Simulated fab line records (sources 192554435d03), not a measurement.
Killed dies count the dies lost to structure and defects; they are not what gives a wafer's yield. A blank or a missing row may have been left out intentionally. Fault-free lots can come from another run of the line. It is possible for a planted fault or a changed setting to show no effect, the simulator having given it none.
The tool behind it: which one? + flow n5-finfet + 23 lots with 69 wafers sampled at 6 steps, on a route of 1938 steps

## WHAT THE GAUGES SHOWED, per wafer
Not one reading of a measure or inspect step in the record can be checked against a usual standard deviation.

## WHICH TOOL RAN EACH LOT (tool, then ch and the chambers of the sampled wafers, then the start)
| lot  | N5_PMOS_HMC_CHANNEL_EPI_DESCUM_14 | N5_PMOS_HMC_CHANNEL_EPI_CMP_21 | N5_PMOS_HMC_CHANNEL_EPI_EPI_26 | N5_FIN_SAQP_PECVD_06           | N5_FIN_SAQP_MANDREL_ETCH_22     | N5_FIN_CUT_STRIP_24               |
|------|-----------------------------------|--------------------------------|--------------------------------|--------------------------------|---------------------------------|-----------------------------------|
| L074 | rie-diel-04 ch 1,3, day 1 17:25   | cmp-04 ch 0,2,3, day 1 19:49   | epi-rpcvd-03 ch 0, day 1 20:11 | pecvd-04 ch 0,2, day 1 22:01   | rie-si-06 ch 0,2,3, day 1 23:00 | rie-diel-03 ch 1,3, day 2 03:46   |
| L076 | rie-diel-04 ch 0,3, day 2 05:42   | cmp-03 ch 1,2,3, day 2 07:41   | epi-rpcvd-02 ch 0, day 2 08:10 | pecvd-01 ch 1,2, day 2 09:21   | rie-si-06 ch 0,1,3, day 2 10:11 | rie-diel-02 ch 1,3, day 2 16:10   |
| L077 | rie-diel-03 ch 0,2,3, day 2 11:13 | cmp-04 ch 0,2,3, day 2 13:35   | epi-rpcvd-03 ch 0, day 2 13:59 | pecvd-04 ch 1,2, day 2 15:07   | rie-si-06 ch 1,2,3, day 2 18:21 | rie-diel-03 ch 0,1, day 3 04:04   |
| L078 | rie-diel-02 ch 2,3, day 2 18:10   | cmp-04 ch 0,2, day 2 20:08     | epi-rpcvd-03 ch 0, day 2 20:32 | pecvd-03 ch 1,2, day 2 21:47   | rie-si-01 ch 0,2, day 2 22:48   | rie-diel-02 ch 0,1,3, day 3 08:45 |
| L079 | rie-diel-02 ch 0,1,3, day 2 23:56 | cmp-04 ch 0,1,2, day 3 02:28   | epi-rpcvd-02 ch 0, day 3 02:50 | pecvd-01 ch 0,1,2, day 3 04:18 | rie-si-01 ch 1,3, day 3 05:23   | rie-diel-04 ch 0,1,2, day 3 12:37 |
| L080 | rie-diel-03 ch 0,1,2, day 3 05:53 | cmp-03 ch 0,2,3, day 3 08:17   | epi-rpcvd-01 ch 0, day 3 08:47 | pecvd-04 ch 0,1,2, day 3 11:00 | rie-si-01 ch 1,2,3, day 3 11:58 | rie-diel-02 ch 0,1,2, day 3 17:37 |
| L081 | rie-diel-04 ch 2,3, day 3 11:49   | cmp-04 ch 0,2,3, day 3 15:26   | epi-rpcvd-03 ch 0, day 3 15:50 | pecvd-01 ch 0,1, day 3 17:16   | rie-si-04 ch 2,3, day 3 18:05   | rie-diel-02 ch 1,2, day 3 23:11   |
| L082 | rie-diel-04 ch 2,3, day 3 18:00   | cmp-02 ch 0,2,3, day 3 20:26   | epi-rpcvd-02 ch 0, day 3 20:52 | pecvd-03 ch 0,2, day 3 22:13   | rie-si-06 ch 0,2,3, day 3 23:15 | rie-diel-03 ch 0,1,2, day 4 04:23 |
| L083 | rie-diel-04 ch 1,2,3, day 3 23:46 | cmp-03 ch 0,2, day 4 02:10     | epi-rpcvd-01 ch 0, day 4 02:42 | pecvd-03 ch 0,1,2, day 4 03:52 | rie-si-06 ch 0,2,3, day 4 04:49 | rie-diel-04 ch 0,1, day 4 10:48   |
| L084 | rie-diel-02 ch 0,1,2, day 4 05:23 | cmp-02 ch 0,1,3, day 4 07:50   | epi-rpcvd-01 ch 0, day 4 08:09 | pecvd-03 ch 1,2, day 4 09:43   | rie-si-04 ch 1,2,3, day 4 10:40 | rie-diel-02 ch 0,3, day 4 15:53   |
| L085 | rie-diel-04 ch 0,1, day 4 11:50   | cmp-02 ch 0,1,2, day 4 14:49   | epi-rpcvd-02 ch 0, day 4 15:13 | pecvd-04 ch 0,2, day 4 16:26   | rie-si-06 ch 0,2,3, day 4 17:23 | rie-diel-04 ch 0,1,3, day 4 23:26 |
| L086 | rie-diel-03 ch 0,2, day 4 17:49   | cmp-02 ch 1,2,3, day 4 20:16   | epi-rpcvd-03 ch 0, day 4 20:35 | pecvd-03 ch 0,1,2, day 4 21:48 | rie-si-04 ch 0,1,2, day 4 22:38 | rie-diel-04 ch 1,2,3, day 5 05:27 |
| L087 | rie-diel-04 ch 0,3, day 4 23:34   | cmp-02 ch 1,2,3, day 5 03:12   | epi-rpcvd-02 ch 0, day 5 03:38 | pecvd-01 ch 1,2, day 5 04:47   | rie-si-01 ch 0,1,2, day 5 05:44 | rie-diel-03 ch 0,2,3, day 5 10:48 |
| L088 | rie-diel-03 ch 0,3, day 5 05:42   | cmp-02 ch 2,3, day 5 08:07     | epi-rpcvd-03 ch 0, day 5 08:31 | pecvd-03 ch 0,1,2, day 5 09:46 | rie-si-06 ch 0,1,3, day 5 10:40 | rie-diel-02 ch 0,1,3, day 5 15:59 |
| L089 | rie-diel-02 ch 0,3, day 5 12:27   | cmp-03 ch 1,2,3, day 5 14:55   | epi-rpcvd-01 ch 0, day 5 15:23 | pecvd-04 ch 0,2, day 5 16:40   | rie-si-06 ch 0,2,3, day 5 17:47 | rie-diel-02 ch 0,1,3, day 5 23:02 |
| L090 | rie-diel-04 ch 0,2, day 5 17:53   | cmp-02 ch 1,3, day 5 20:38     | epi-rpcvd-02 ch 0, day 5 21:02 | pecvd-04 ch 1,2, day 5 22:33   | rie-si-06 ch 0,1, day 5 23:30   | rie-diel-04 ch 0,3, day 6 05:40   |
| L091 | rie-diel-03 ch 1,2, day 5 23:50   | cmp-04 ch 0,2,3, day 6 02:19   | epi-rpcvd-01 ch 0, day 6 02:48 | pecvd-01 ch 0,1,2, day 6 04:55 | rie-si-06 ch 0,1, day 6 05:51   | rie-diel-02 ch 0,1, day 6 11:02   |
| L092 | rie-diel-03 ch 0,1,3, day 6 05:35 | cmp-04 ch 1,2,3, day 6 07:33   | epi-rpcvd-02 ch 0, day 6 07:57 | pecvd-01 ch 0,1, day 6 09:17   | rie-si-06 ch 0,2,3, day 6 10:07 | rie-diel-03 ch 0,1,3, day 6 15:26 |
| L093 | rie-diel-02 ch 0,1,3, day 6 11:56 | cmp-04 ch 0,1,2, day 6 14:50   | epi-rpcvd-03 ch 0, day 6 15:14 | pecvd-01 ch 1,2, day 6 17:11   | rie-si-04 ch 0,1,3, day 6 18:19 | rie-diel-04 ch 0,1,2, day 7 01:07 |
| L094 | rie-diel-02 ch 1,2,3, day 6 17:54 | cmp-03 ch 1,3, day 6 20:18     | epi-rpcvd-01 ch 0, day 6 20:40 | pecvd-03 ch 1,2, day 6 23:22   | rie-si-04 ch 1,2, day 7 00:14   | rie-diel-02 ch 0,1, day 7 06:13   |
| L095 | rie-diel-03 ch 0,2,3, day 6 23:16 | cmp-04 ch 0,1,3, day 7 01:38   | epi-rpcvd-02 ch 0, day 7 02:05 | pecvd-01 ch 0,1,2, day 7 03:48 | rie-si-01 ch 0,1,2, day 7 04:49 | rie-diel-02 ch 0,2,3, day 7 10:14 |
| L096 | rie-diel-02 ch 0,2, day 7 05:29   | cmp-02 ch 0,2, day 7 07:50     | epi-rpcvd-02 ch 0, day 7 08:14 | pecvd-01 ch 1,2, day 7 09:22   | rie-si-06 ch 1,3, day 7 10:32   | rie-diel-02 ch 0,3, day 7 15:44   |
| L097 | rie-diel-03 ch 1,2,3, day 7 10:56 | cmp-03 ch 1,3, day 7 12:53     | epi-rpcvd-03 ch 0, day 7 13:18 | pecvd-01 ch 0,2, day 7 14:26   | rie-si-04 ch 2,3, day 7 15:16   | rie-diel-02 ch 0,3, day 7 20:53   |
- N5_PMOS_HMC_CHANNEL_EPI_DESCUM_14: chemistry O2, time 7.9 s.
- N5_PMOS_HMC_CHANNEL_EPI_CMP_21: polishes SiGe30, target thk 54 nm.
- N5_PMOS_HMC_CHANNEL_EPI_EPI_26: deposits Si from SiH4/H2, target thk 3.8 nm, time 22.7 s.
- N5_FIN_SAQP_PECVD_06: deposits a-Si from SiH4/He, target thk 60 nm, time 48.1 s.
- N5_FIN_SAQP_MANDREL_ETCH_22: etches a-Si in HBr/Cl2, stops on SiNx, target depth 60 nm, bt time 10 s, time 30 s.
- N5_FIN_CUT_STRIP_24: strips in CF4.

## WHAT THE TOOLS THEMSELVES READ (means of the sampled wafers that have a number; where no wafer has one, the mark that the record gives instead)
N5_PMOS_HMC_CHANNEL_EPI_DESCUM_14.
| lot  | tool        | bias-power-w (W) | chamber-pressure-mTorr (mTorr) | drypump-motor-current-A (A) | oes-product-au (a.u.) | rf-vpp-V (V) | showerhead-plenum-p-Torr (Torr) | throttle-valve-pct (%) |
|------|-------------|------------------|--------------------------------|-----------------------------|-----------------------|--------------|---------------------------------|------------------------|
| L074 | rie-diel-04 | 20.01            | 19.988                         | 6.1                         | 0.76                  | 243.5        | 2.18                            | 20.1                   |
| L076 | rie-diel-04 | 19.98            | 20.010                         | 5.6                         | 0.75                  | 243.2        | 2.12                            | 20.5                   |
| L077 | rie-diel-03 | 20.03            | 19.995                         | 5.5                         | 0.78                  | 242.5        | 2.07                            | 20.5                   |
| L078 | rie-diel-02 | 19.99            | 19.999                         | 6.6                         | 0.68                  | 242.0        | 2.02                            | 20.5                   |
| L079 | rie-diel-02 | 20.02            | 19.997                         | 5.7                         | 0.78                  | 242.8        | 2.06                            | 20.4                   |
| L080 | rie-diel-03 | 20.00            | 20.012                         | 5.6                         | 0.81                  | 243.9        | 2.08                            | 20.5                   |
| L081 | rie-diel-04 | 19.89            | 20.009                         | 5.7                         | 0.75                  | 244.4        | 2.20                            | 20.6                   |
| L082 | rie-diel-04 | 20.00            | 20.019                         | 5.8                         | 0.72                  | 244.9        | 2.18                            | 20.4                   |
| L083 | rie-diel-04 | 20.00            | 19.991                         | 5.9                         | 0.74                  | 244.6        | 2.18                            | 20.3                   |
| L084 | rie-diel-02 | 19.99            | 20.000                         | 5.7                         | 0.78                  | 244.1        | 2.11                            | 20.2                   |
| L085 | rie-diel-04 | 20.04            | 19.984                         | 5.8                         | 0.75                  | 243.9        | 2.12                            | 20.5                   |
| L086 | rie-diel-03 | 20.05            | 20.016                         | 5.3                         | 0.81                  | 243.9        | 2.12                            | 20.5                   |
| L087 | rie-diel-04 | 20.00            | 20.006                         | 5.7                         | 0.72                  | 243.6        | 2.14                            | 20.5                   |
| L088 | rie-diel-03 | 20.01            | 19.997                         | 5.8                         | 0.83                  | 243.0        | 2.15                            | 20.3                   |
| L089 | rie-diel-02 | 19.95            | 19.992                         | 6.1                         | 0.89                  | 244.3        | 2.18                            | 20.4                   |
| L090 | rie-diel-04 | 20.00            | 19.986                         | 5.6                         | 0.74                  | 243.7        | 2.13                            | 20.8                   |
| L091 | rie-diel-03 | 20.03            | 20.018                         | 5.7                         | 0.78                  | 241.9        | 2.04                            | 20.5                   |
| L092 | rie-diel-03 | 20.07            | 19.984                         | 5.8                         | 0.81                  | 243.2        | 2.11                            | 20.4                   |
| L093 | rie-diel-02 | 20.03            | 20.010                         | 5.7                         | 0.84                  | 243.9        | 2.14                            | 20.3                   |
| L094 | rie-diel-02 | 19.98            | 20.008                         | 6.2                         | 0.92                  | 244.5        | 2.15                            | 19.9                   |
| L095 | rie-diel-03 | 20.06            | 19.990                         | 5.5                         | 0.83                  | 244.2        | 2.15                            | 20.4                   |
| L096 | rie-diel-02 | 20.04            | 19.996                         | 5.6                         | 0.79                  | 243.1        | 2.09                            | 20.5                   |
| L097 | rie-diel-03 | 20.02            | 19.997                         | 5.6                         | 0.82                  | 244.5        | 2.12                            | 20.5                   |

N5_PMOS_HMC_CHANNEL_EPI_CMP_21.
| lot  | tool   | motor-current-A (A) |
|------|--------|---------------------|
| L074 | cmp-04 | 11.2                |
| L076 | cmp-03 | 12.7                |
| L077 | cmp-04 | 11.1                |
| L078 | cmp-04 | 10.9                |
| L079 | cmp-04 | 12.1                |
| L080 | cmp-03 | 12.5                |
| L081 | cmp-04 | 11.2                |
| L082 | cmp-02 | 12.8                |
| L083 | cmp-03 | 12.5                |
| L084 | cmp-02 | 12.4                |
| L085 | cmp-02 | 13.6                |
| L086 | cmp-02 | 12.0                |
| L087 | cmp-02 | 12.6                |
| L088 | cmp-02 | 12.4                |
| L089 | cmp-03 | 12.1                |
| L090 | cmp-02 | 11.9                |
| L091 | cmp-04 | 11.2                |
| L092 | cmp-04 | 12.0                |
| L093 | cmp-04 | 12.3                |
| L094 | cmp-03 | 12.2                |
| L095 | cmp-04 | 11.2                |
| L096 | cmp-02 | 13.9                |
| L097 | cmp-03 | 12.3                |

N5_PMOS_HMC_CHANNEL_EPI_EPI_26.
| lot  | tool         | throttle-valve-pct (%) |
|------|--------------|------------------------|
| L074 | epi-rpcvd-03 | 11.65                  |
| L076 | epi-rpcvd-02 | 11.23                  |
| L077 | epi-rpcvd-03 | 11.53                  |
| L078 | epi-rpcvd-03 | 11.55                  |
| L079 | epi-rpcvd-02 | 11.32                  |
| L080 | epi-rpcvd-01 | 11.19                  |
| L081 | epi-rpcvd-03 | 11.55                  |
| L082 | epi-rpcvd-02 | 11.32                  |
| L083 | epi-rpcvd-01 | 11.22                  |
| L084 | epi-rpcvd-01 | 11.34                  |
| L085 | epi-rpcvd-02 | 11.18                  |
| L086 | epi-rpcvd-03 | 11.63                  |
| L087 | epi-rpcvd-02 | 11.20                  |
| L088 | epi-rpcvd-03 | 11.61                  |
| L089 | epi-rpcvd-01 | 11.33                  |
| L090 | epi-rpcvd-02 | 11.25                  |
| L091 | epi-rpcvd-01 | 11.26                  |
| L092 | epi-rpcvd-02 | 11.20                  |
| L093 | epi-rpcvd-03 | 11.64                  |
| L094 | epi-rpcvd-01 | 11.26                  |
| L095 | epi-rpcvd-02 | 11.27                  |
| L096 | epi-rpcvd-02 | 11.18                  |
| L097 | epi-rpcvd-03 | 11.61                  |

N5_FIN_SAQP_PECVD_06.
| lot  | tool     | heater-power-w (W) | showerhead-plenum-p-Torr (Torr) | throttle-valve-pct (%) |
|------|----------|--------------------|---------------------------------|------------------------|
| L074 | pecvd-04 | 1016               | 5.62                            | 18.2                   |
| L076 | pecvd-01 | 865                | 5.66                            | 17.5                   |
| L077 | pecvd-04 | 884                | 5.60                            | 17.5                   |
| L078 | pecvd-03 | 926                | 5.72                            | 17.0                   |
| L079 | pecvd-01 | 845                | 5.64                            | 18.0                   |
| L080 | pecvd-04 | 866                | 5.61                            | 17.9                   |
| L081 | pecvd-01 | 756                | 5.61                            | 18.4                   |
| L082 | pecvd-03 | 781                | 5.67                            | 18.3                   |
| L083 | pecvd-03 | 839                | 5.69                            | 17.9                   |
| L084 | pecvd-03 | 843                | 5.71                            | 17.6                   |
| L085 | pecvd-04 | 1048               | 5.62                            | 18.4                   |
| L086 | pecvd-03 | 830                | 5.69                            | 18.3                   |
| L087 | pecvd-01 | 872                | 5.67                            | 17.6                   |
| L088 | pecvd-03 | 774                | 5.70                            | 18.0                   |
| L089 | pecvd-04 | 1026               | 5.59                            | 18.3                   |
| L090 | pecvd-04 | 875                | 5.58                            | 18.1                   |
| L091 | pecvd-01 | 825                | 5.65                            | 17.9                   |
| L092 | pecvd-01 | 794                | 5.61                            | 18.3                   |
| L093 | pecvd-01 | 828                | 5.67                            | 17.6                   |
| L094 | pecvd-03 | 856                | 5.70                            | 17.7                   |
| L095 | pecvd-01 | 850                | 5.65                            | 18.0                   |
| L096 | pecvd-01 | 894                | 5.67                            | 17.6                   |
| L097 | pecvd-01 | 845                | 5.69                            | 17.9                   |

N5_FIN_SAQP_MANDREL_ETCH_22.
| lot  | tool      | chamber-pressure-mTorr (mTorr) | drypump-motor-current-A (A) | oes-product-au (a.u.) | throttle-valve-pct (%) |
|------|-----------|--------------------------------|-----------------------------|-----------------------|------------------------|
| L074 | rie-si-06 | 10.009                         | 5.6                         | 0.767                 | 35.6                   |
| L076 | rie-si-06 | 9.997                          | 5.7                         | 0.772                 | 35.7                   |
| L077 | rie-si-06 | 9.999                          | 5.7                         | 0.778                 | 35.5                   |
| L078 | rie-si-01 | 9.997                          | 5.7                         | 0.773                 | 35.2                   |
| L079 | rie-si-01 | 10.003                         | 5.5                         | 0.762                 | 35.4                   |
| L080 | rie-si-01 | 9.999                          | 5.3                         | 0.764                 | 35.5                   |
| L081 | rie-si-04 | 9.996                          | 5.5                         | 0.788                 | 35.3                   |
| L082 | rie-si-06 | 10.003                         | 5.6                         | 0.766                 | 35.5                   |
| L083 | rie-si-06 | 10.004                         | 5.6                         | 0.762                 | 35.6                   |
| L084 | rie-si-04 | 9.991                          | 5.5                         | 0.775                 | 35.3                   |
| L085 | rie-si-06 | 9.994                          | 5.6                         | 0.766                 | 35.6                   |
| L086 | rie-si-04 | 10.004                         | 5.4                         | 0.778                 | 35.3                   |
| L087 | rie-si-01 | 9.992                          | 5.5                         | 0.785                 | 35.3                   |
| L088 | rie-si-06 | 10.004                         | 5.7                         | 0.762                 | 35.7                   |
| L089 | rie-si-06 | 10.003                         | 5.6                         | 0.758                 | 35.6                   |
| L090 | rie-si-06 | 9.999                          | 5.6                         | 0.748                 | 35.6                   |
| L091 | rie-si-06 | 9.999                          | 5.8                         | 0.773                 | 35.4                   |
| L092 | rie-si-06 | 10.001                         | 5.6                         | 0.772                 | 35.6                   |
| L093 | rie-si-04 | 9.982                          | 5.8                         | 0.774                 | 35.4                   |
| L094 | rie-si-04 | 10.005                         | 5.1                         | 0.776                 | 35.2                   |
| L095 | rie-si-01 | 9.994                          | 5.5                         | 0.779                 | 35.3                   |
| L096 | rie-si-06 | 10.001                         | 5.8                         | 0.779                 | 35.8                   |
| L097 | rie-si-04 | 10.006                         | 5.8                         | 0.789                 | 35.4                   |

N5_FIN_CUT_STRIP_24.
| lot  | tool        | bias-power-w (W) | chamber-pressure-mTorr (mTorr) | drypump-motor-current-A (A) | oes-product-au (a.u.) | rf-vpp-V (V) | showerhead-plenum-p-Torr (Torr) | throttle-valve-pct (%) |
|------|-------------|------------------|--------------------------------|-----------------------------|-----------------------|--------------|---------------------------------|------------------------|
| L074 | rie-diel-03 | 74.81            | 50.01                          | 5.8                         | 0.72                  | 269.3        | 1.71                            | 13.68                  |
| L076 | rie-diel-02 | 74.86            | 49.98                          | 5.8                         | 0.83                  | 271.6        | 1.78                            | 13.36                  |
| L077 | rie-diel-03 | 75.17            | 49.98                          | 5.9                         | 0.78                  | 270.5        | 1.78                            | 13.60                  |
| L078 | rie-diel-02 | 75.04            | 50.02                          | 5.7                         | 0.76                  | 271.0        | 1.77                            | 13.59                  |
| L079 | rie-diel-04 | 74.91            | 49.99                          | 5.9                         | 0.76                  | 271.7        | 1.84                            | 13.64                  |
| L080 | rie-diel-02 | 74.80            | 49.98                          | 5.7                         | 0.77                  | 272.0        | 1.82                            | 13.49                  |
| L081 | rie-diel-02 | 75.02            | 49.96                          | 6.2                         | 0.76                  | 272.1        | 1.84                            | 13.41                  |
| L082 | rie-diel-03 | 74.93            | 50.07                          | 5.6                         | 0.79                  | 271.6        | 1.78                            | 13.62                  |
| L083 | rie-diel-04 | 75.19            | 50.03                          | 5.8                         | 0.75                  | 271.9        | 1.81                            | 13.65                  |
| L084 | rie-diel-02 | 75.00            | 50.01                          | 6.1                         | 0.91                  | 272.5        | 1.86                            | 13.46                  |
| L085 | rie-diel-04 | 74.97            | 50.02                          | 5.9                         | 0.73                  | 272.4        | 1.83                            | 13.55                  |
| L086 | rie-diel-04 | 74.75            | 50.02                          | 5.9                         | 0.73                  | 272.4        | 1.86                            | 13.57                  |
| L087 | rie-diel-03 | 75.19            | 50.01                          | 5.5                         | 0.84                  | 271.5        | 1.84                            | 13.45                  |
| L088 | rie-diel-02 | 74.99            | 50.02                          | 5.7                         | 0.84                  | 271.8        | 1.83                            | 13.43                  |
| L089 | rie-diel-02 | 74.99            | 49.99                          | 5.7                         | 0.83                  | 272.5        | 1.83                            | 13.43                  |
| L090 | rie-diel-04 | 75.14            | 50.03                          | 5.7                         | 0.71                  | 271.7        | 1.83                            | 13.62                  |
| L091 | rie-diel-02 | 74.65            | 50.04                          | 5.2                         | 0.75                  | 270.9        | 1.79                            | 13.61                  |
| L092 | rie-diel-03 | 74.99            | 50.00                          | 5.8                         | 0.81                  | 270.9        | 1.81                            | 13.50                  |
| L093 | rie-diel-04 | 74.85            | 50.02                          | 5.9                         | 0.74                  | 271.7        | 1.83                            | 13.70                  |
| L094 | rie-diel-02 | 75.07            | 50.02                          | 5.3                         | 0.79                  | 271.3        | 1.80                            | 13.41                  |
| L095 | rie-diel-02 | 75.17            | 50.05                          | 6.1                         | 0.84                  | 272.1        | 1.83                            | 13.40                  |
| L096 | rie-diel-02 | 75.08            | 49.98                          | 6.1                         | 0.84                  | 272.3        | 1.85                            | 13.50                  |
| L097 | rie-diel-02 | 75.10            | 50.04                          | 6.1                         | 0.84                  | 273.2        | 1.85                            | 13.51                  |

## THE ANSWER, worked out from the rows above alone
Rule: the usual values come from the lots themselves. Put in order of their means at a reading, lots are off if they are a third of the lots or fewer, leave a main group of 4 or more, and stand apart from it by a gap of 3 or more times the standard deviation of the main group's means; of several such gaps the widest counts. A main group is skipped when, at the precision printed for the reading in the tables above, its means are all equal. Also off: a lot with no number at a reading for which 4 or more lots have one. The other lots that the step has rows for count as sound. After the gauges, taken in route order, come the tools' own readings; for these a lot's mean is taken, as printed above. At the first step where some lot is off, the reading lying furthest off is the one used; lots without a number count as furthest.
Nothing can be told from this: no lot is off at any reading shown.

## WHAT WAS PUT IN BY THE SIMULATOR
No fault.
